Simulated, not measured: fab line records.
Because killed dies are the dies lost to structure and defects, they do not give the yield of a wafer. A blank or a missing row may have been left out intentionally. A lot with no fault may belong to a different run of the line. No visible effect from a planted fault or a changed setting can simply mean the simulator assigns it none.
Which tool was responsible?	flow nand-harc	Sampling: 13 lots, 39 wafers, 5 of 1159 route steps

WHAT THE GAUGES READ, wafer by wafer
NHARC_END_SORT_01. Usual: killed-at-array 28, standard deviation 11; killed-at-other 0.9, standard deviation 1.2; killed-at-periphery 2.6, standard deviation 2.1; killed-dies 31, standard deviation 11; killed-open 3.1, standard deviation 1.7; killed-short 1.9, standard deviation 1.3.
lot	measured	on	killed-at-array	killed-at-other	killed-at-periphery	killed-dies	killed-open	killed-short	flag
L999	day 24 20:20	prober-02	674 675 673	0 0 0	3 2 4	677 677 677	4 2 1	1 3 2	OFF
L100	day 25 11:08	prober-02	669 674 673	4 1 3	4 2 1	677 677 677	6 2 5	1 1 4	OFF
L116	day 27 02:29	prober-01	25 21 32	0 1 2	13 7 7	38 29 41	7 5 3	3 3 2	OFF

TOOL THAT RAN EACH LOT (tool first, then ch and the chambers of the sampled wafers, then the start)
lot	NHARC_A_CONTACT_ETCH_125	NHARC_A_CONTACT_ETCH_131	NHARC_A_CONTACT_ETCH_133	NHARC_A_CONTACT_STRIP_82
L993	har-cap-etch-03 ch 0,1, day 17 01:41	har-cap-etch-03 ch 0,1, day 17 02:33	har-cap-etch-03 ch 0,1, day 17 02:52	rie-diel-13 ch 1,2, day 17 04:01
L994	har-cap-etch-01 ch 0,1, day 18 08:29	har-cap-etch-01 ch 0,1, day 18 09:20	har-cap-etch-01 ch 0,1, day 18 09:38	rie-diel-04 ch 1,2,3, day 18 10:44
L995	har-cap-etch-02 ch 0,1, day 18 13:29	har-cap-etch-02 ch 0,1, day 18 14:20	har-cap-etch-02 ch 0,1, day 18 14:37	rie-diel-04 ch 0,2,3, day 18 15:47
L996	har-cap-etch-02 ch 0,1, day 18 19:28	har-cap-etch-02 ch 0,1, day 18 20:19	har-cap-etch-02 ch 0,1, day 18 20:37	rie-diel-11 ch 0,3, day 18 21:45
L998	har-cap-etch-03 ch 0,1, day 19 01:14	har-cap-etch-03 ch 0,1, day 19 02:05	har-cap-etch-03 ch 0,1, day 19 02:25	rie-diel-04 ch 2,3, day 19 03:28
L999	har-cap-etch-03 ch 0,1, day 21 18:13	har-cap-etch-03 ch 0,1, day 21 19:04	har-cap-etch-03 ch 0,1, day 21 19:20	rie-diel-04 ch 0,2, day 21 20:38
L100	har-cap-etch-02 ch 0,1, day 22 03:18	har-cap-etch-02 ch 0,1, day 22 04:09	har-cap-etch-02 ch 0,1, day 22 04:28	rie-diel-13 ch 0,1,3, day 22 05:37
L111	har-cap-etch-03 ch 0,1, day 22 17:36	har-cap-etch-03 ch 0,1, day 22 18:27	har-cap-etch-03 ch 0,1, day 22 18:46	rie-diel-04 ch 0,1, day 22 20:34
L113	har-cap-etch-02 ch 0,1, day 23 18:41	har-cap-etch-02 ch 0,1, day 23 19:32	har-cap-etch-02 ch 0,1, day 23 19:49	rie-diel-04 ch 0,1, day 23 21:24
L112	har-cap-etch-01 ch 0,1, day 23 20:37	har-cap-etch-01 ch 0,1, day 23 21:45	har-cap-etch-01 ch 0,1, day 23 22:08	rie-diel-04 ch 0,1,3, day 24 00:09
L116	har-cap-etch-01 ch 0,1, day 23 22:50	har-cap-etch-01 ch 0,1, day 23 23:57	har-cap-etch-01 ch 0,1, day 24 00:23	rie-diel-04 ch 0,1,2, day 24 01:37
L115	har-cap-etch-02 ch 0,1, day 24 00:17	har-cap-etch-02 ch 0,1, day 24 01:08	har-cap-etch-02 ch 0,1, day 24 01:25	rie-diel-04 ch 0,2,3, day 24 02:43
L114	har-cap-etch-02 ch 0,1, day 24 09:40	har-cap-etch-02 ch 0,1, day 24 10:31	har-cap-etch-02 ch 0,1, day 24 10:48	rie-diel-04 ch 1,2, day 24 11:59
- NHARC_A_CONTACT_ETCH_125: etches the open film in C4F8/O2/Ar, time 155 s, target depth 956 nm.
- NHARC_A_CONTACT_ETCH_131: etches the open film in C4F8/O2/Ar, time 155 s, target depth 956 nm.
- NHARC_A_CONTACT_ETCH_133: etches the open film in C4F8/O2/Ar, time 195 s, target depth 840 nm.
- NHARC_A_CONTACT_STRIP_82: strips in O2.

WHAT THE TOOLS THEMSELVES READ (means of the sampled wafers that have a number; where no wafer has one, the mark that the record gives instead)
NHARC_A_CONTACT_STRIP_82. Usual: chamber-pressure-mTorr 60.00 mTorr, standard deviation 0.051; drypump-motor-current-A 5.6 A, standard deviation 0.37; mfc-ar-sccm 0.011 sccm, standard deviation 0.01; o2-flow-sccm 500.0 sccm, standard deviation 1.5; oes-product-au 1.001 a.u., standard deviation 0.0078; rf-vpp-V 57.6 V, standard deviation 0.96; showerhead-plenum-p-Torr 3.45 Torr, standard deviation 0.12; throttle-valve-pct 17.036 %, standard deviation 0.0091.
lot	tool	chamber-pressure-mTorr (mTorr)	drypump-motor-current-A (A)	mfc-ar-sccm (sccm)	o2-flow-sccm (sccm)	oes-product-au (a.u.)	rf-vpp-V (V)	showerhead-plenum-p-Torr (Torr)	throttle-valve-pct (%)	flag
L993	rie-diel-13	60.01	5.6	0.009	499.7	1.011	58.3	3.35	17.042	
L994	rie-diel-04	59.96	5.5	0.013	499.1	0.995	56.6	3.51	17.030	
L995	rie-diel-04	60.02	5.4	0.017	501.1	0.992	57.4	3.44	17.036	
L996	rie-diel-11	60.03	5.6	0.000	497.9	1.013	58.1	3.34	17.037	
L998	rie-diel-04	59.99	5.4	0.014	501.1	1.011	58.4	3.49	17.037	
L999	rie-diel-04	-	-	-	-	-	-	-	-	OFF
L100	rie-diel-13	-	-	-	-	-	-	-	-	OFF
L111	rie-diel-04	60.05	5.7	0.023	501.4	0.996	57.8	3.37	17.043	
L113	rie-diel-04	60.04	5.8	0.020	498.0	0.998	58.0	3.43	17.031	
L112	rie-diel-04	60.07	5.5	0.016	499.8	0.999	57.9	3.44	17.028	
L116	rie-diel-04	60.00	5.7	0.021	500.0	0.997	58.3	3.42	17.036	
L115	rie-diel-04	60.01	5.4	0.017	501.1	0.996	57.5	3.43	17.044	
L114	rie-diel-04	60.02	5.7	0.018	499.8	0.994	58.0	3.47	17.040	

THE ANSWER, worked out from the rows above alone
Rule: a lot is off if the mean of its wafers that have a number lies more than 3 standard deviations from the usual mean. Also off: a lot with no number at a reading for which 4 or more lots have one. The other lots that the step has rows for count as sound. After the gauges, taken in route order, come the tools' own readings; for these a lot's mean is taken, as printed above. The first step at which some lot is off is used, and at that step the reading that is off furthest; a lot without a number counts as furthest.
Off: L999, L100, at NHARC_END_SORT_01 (killed-at-array). Neither off nor sound, because the step has no rows for them: L993, L994, L995, L996, L998, L111, L113, L112, L115, L114.
A tool fits if, at a process step before that reading, it ran every lot that is off, and no sound lot after the first of them. Not tried: the gauges at NHARC_END_SORT_01; whatever is off there is also off at NHARC_A_CONTACT_STRIP_82, on other tools, and gauge error can't account for it. Of those tried, none fits.

WHAT THE SIMULATOR PUT IN
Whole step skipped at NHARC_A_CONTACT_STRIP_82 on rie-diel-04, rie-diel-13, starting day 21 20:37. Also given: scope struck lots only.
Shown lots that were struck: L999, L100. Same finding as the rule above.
